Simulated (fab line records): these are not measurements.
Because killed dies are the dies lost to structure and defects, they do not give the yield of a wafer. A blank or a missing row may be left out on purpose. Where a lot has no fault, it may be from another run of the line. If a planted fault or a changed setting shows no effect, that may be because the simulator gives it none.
Which tool is to blame?    flow n5-finfet    9 lots, 27 wafers sampled, at 5 steps of a route of 1938

## WHAT THE GAUGES SHOWED, per wafer
N5_SD_ACTIVATION_RS_MEAS_03: uses a four-point probe to measure.
lot   measured     on             RS_SD_P (ohm/sq)
L876  day 3 16:51  film-metro-01  58.4 57.9 57.7
L877  day 3 22:39  film-metro-02  55.3 56.8 56.1
L882  day 5 05:34  film-metro-02  56.7 55.9 56.6
L889  day 7 00:59  film-metro-01  49.8 49.6 49.7
L890  day 7 05:41  film-metro-01  51.3 51.6 51.3
L891  day 7 11:25  film-metro-01  51.7 51.7 51.8
L894  day 8 03:43  film-metro-01  55.3 55.9 55.3
L896  day 8 19:26  film-metro-01  56.8 55.8 56.2
L898  day 9 04:22  film-metro-02  54.9 55.3 55.9

## EACH LOT AND THE TOOL THAT RAN IT (in order: tool; ch and the chambers of the sampled wafers; start)
lot   N5_SD_EPI_N_DESCUM_14              N5_SD_EPI_N_ETCH_45                N5_SD_EPI_P_STRIP_40                 N5_SD_EPI_P_EPI_21
L876  rie-diel-02 ch 0,1, day 3 06:43    rie-diel-02 ch 0,1, day 3 07:14    plasma-asher-01 ch 0,1, day 3 13:22  epi-rpcvd-02 ch 0, day 3 13:52
L877  rie-diel-04 ch 1,2, day 3 13:22    rie-diel-04 ch 1,2, day 3 13:53    plasma-asher-01 ch 0,1, day 3 19:17  epi-rpcvd-02 ch 0, day 3 20:29
L882  rie-diel-02 ch 0,1, day 4 20:02    rie-diel-02 ch 0,1, day 4 20:33    plasma-asher-02 ch 1, day 5 01:19    epi-rpcvd-01 ch 0, day 5 01:57
L889  rie-diel-02 ch 2,3, day 6 16:19    rie-diel-02 ch 2,3, day 6 16:50    plasma-asher-02 ch 0,1, day 6 21:28  epi-rpcvd-02 ch 0, day 6 21:59
L890  rie-diel-01 ch 0,1,3, day 6 20:59  rie-diel-01 ch 0,1,3, day 6 21:30  plasma-asher-01 ch 0,1, day 7 02:20  epi-rpcvd-02 ch 0, day 7 03:34
L891  rie-diel-04 ch 0,3, day 7 02:35    rie-diel-04 ch 0,3, day 7 03:05    plasma-asher-02 ch 1, day 7 07:58    epi-rpcvd-02 ch 0, day 7 08:50
L894  rie-diel-01 ch 0,2,3, day 7 18:41  rie-diel-01 ch 0,2,3, day 7 19:12  plasma-asher-01 ch 0,1, day 8 00:06  epi-rpcvd-04 ch 0, day 8 00:59
L896  rie-diel-01 ch 0,2,3, day 8 10:36  rie-diel-01 ch 0,2,3, day 8 11:07  plasma-asher-02 ch 0,1, day 8 16:05  epi-rpcvd-04 ch 0, day 8 16:58
L898  rie-diel-01 ch 0,2,3, day 8 17:57  rie-diel-01 ch 0,2,3, day 8 18:28  plasma-asher-02 ch 0, day 9 00:09    epi-rpcvd-01 ch 0, day 9 01:16
- N5_SD_EPI_N_DESCUM_14: chemistry O2, time 7.9 s.
- N5_SD_EPI_N_ETCH_45: etches SiOCN in CH3F/O2, target depth 6 nm.
- N5_SD_EPI_P_STRIP_40: strips in N2/H2.
- N5_SD_EPI_P_EPI_21: deposits SiGe:B, time 355 s.

## THE ANSWER, worked out from the rows above alone
Rule: the usual values come from the lots themselves. Put in order of their means at a reading, lots are off if they are a third of the lots or fewer, leave a main group of 4 or more, and stand apart from it by a gap of 3 or more times the standard deviation of the main group's means; of several such gaps the widest counts. The tables above print the reading to a certain number of digits; a main group whose means all agree to those digits is not used. A lot without any number at a reading at which 4 lots or more have one is off too. All remaining lots with rows at the step are treated as sound.
Off: L889, L890, L891, seen at N5_SD_ACTIVATION_RS_MEAS_03 (RS_SD_P). Mean 56.3 ohm/sq and standard deviation 0.86 in the main group.
If a tool, at a process step before that reading, ran all the lots that are off and no sound lot after the first of them, it fits. The gauges at N5_SD_ACTIVATION_RS_MEAS_03 are tried like those tools. One fits: N5_SD_EPI_P_EPI_21 on epi-rpcvd-02. A fault onset in the window from L877 (day 3 20:29, its last sound lot) to L889 (day 6 21:59, its first lot off) fits.

## WHAT WAS PUT IN BY THE SIMULATOR
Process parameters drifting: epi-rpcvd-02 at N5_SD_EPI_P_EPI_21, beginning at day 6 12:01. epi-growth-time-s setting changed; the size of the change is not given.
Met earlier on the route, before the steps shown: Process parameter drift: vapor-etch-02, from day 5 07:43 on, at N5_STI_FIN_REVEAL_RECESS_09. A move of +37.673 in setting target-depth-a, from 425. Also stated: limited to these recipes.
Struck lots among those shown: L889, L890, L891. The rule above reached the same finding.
